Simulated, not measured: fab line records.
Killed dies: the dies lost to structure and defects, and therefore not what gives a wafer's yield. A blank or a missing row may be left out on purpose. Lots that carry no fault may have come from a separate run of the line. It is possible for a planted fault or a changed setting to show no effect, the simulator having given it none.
Matching of chambers || flow nandHarc || 3 sister chambers for NHARC_A_STAIRCASE_TRIM_196 on rieDiel-13
The step chemistry O2, time 211.2 s. 6 wafers are shown with their chamber, then 5 later ones without.

WAFERS WITH THEIR CHAMBER
{"wafer": "L077.1", "chamber": 3, "showerheadPlenumPTorr (Torr)": 3.47, "oesProductAu (a.u.)": 1.045}
{"wafer": "L078.6", "chamber": 3, "showerheadPlenumPTorr (Torr)": 3.47, "oesProductAu (a.u.)": 1.054}
{"wafer": "L081.1", "chamber": 1, "showerheadPlenumPTorr (Torr)": 3.38, "oesProductAu (a.u.)": 1.000}
{"wafer": "L081.6", "chamber": 0, "showerheadPlenumPTorr (Torr)": 3.64, "oesProductAu (a.u.)": 1.017}
{"wafer": "L084.1", "chamber": 1, "showerheadPlenumPTorr (Torr)": 3.37, "oesProductAu (a.u.)": 1.002}
{"wafer": "L084.2", "chamber": 0, "showerheadPlenumPTorr (Torr)": 3.64, "oesProductAu (a.u.)": 1.016}

WAFERS WITHOUT THEIR CHAMBER
{"wafer": "L084.6", "showerheadPlenumPTorr (Torr)": 3.37, "oesProductAu (a.u.)": 1.003}
{"wafer": "L096.4", "showerheadPlenumPTorr (Torr)": 3.62, "oesProductAu (a.u.)": 1.019}
{"wafer": "L096.5", "showerheadPlenumPTorr (Torr)": 3.44, "oesProductAu (a.u.)": 1.018}
{"wafer": "L097.4", "showerheadPlenumPTorr (Torr)": 3.61, "oesProductAu (a.u.)": 1.013}
{"wafer": "L097.5", "showerheadPlenumPTorr (Torr)": 3.61, "oesProductAu (a.u.)": 1.017}

CHAMBER TAKEN BY EACH
{"wafer": "L084.6", "from the rows above": 1, "in truth": 1}
{"wafer": "L096.4", "from the rows above": 0, "in truth": 0}
{"wafer": "L096.5", "from the rows above": 3, "in truth": 3}
{"wafer": "L097.4", "from the rows above": 0, "in truth": 0}
{"wafer": "L097.5", "from the rows above": 0, "in truth": 0}
Correctly placed: 5 of 5. Left unplaced by these rows: 0. Placed wrongly: 0.
How it was worked out, from the rows above alone: a wafer's distance from a chamber is the root of the sum, over the readings, of the square of ((its reading less the chamber's mean) divided by the reading's scatter). If the next closest chamber is less than 2 further off than the closest, the wafer can't be placed; otherwise it belongs to the closest. A chamber's mean is the mean of its shown wafers. The scatter is the square root of a quotient: the sum, over the shown wafers, of each reading's squared deviation from its chamber's mean, divided by wafers minus chambers.
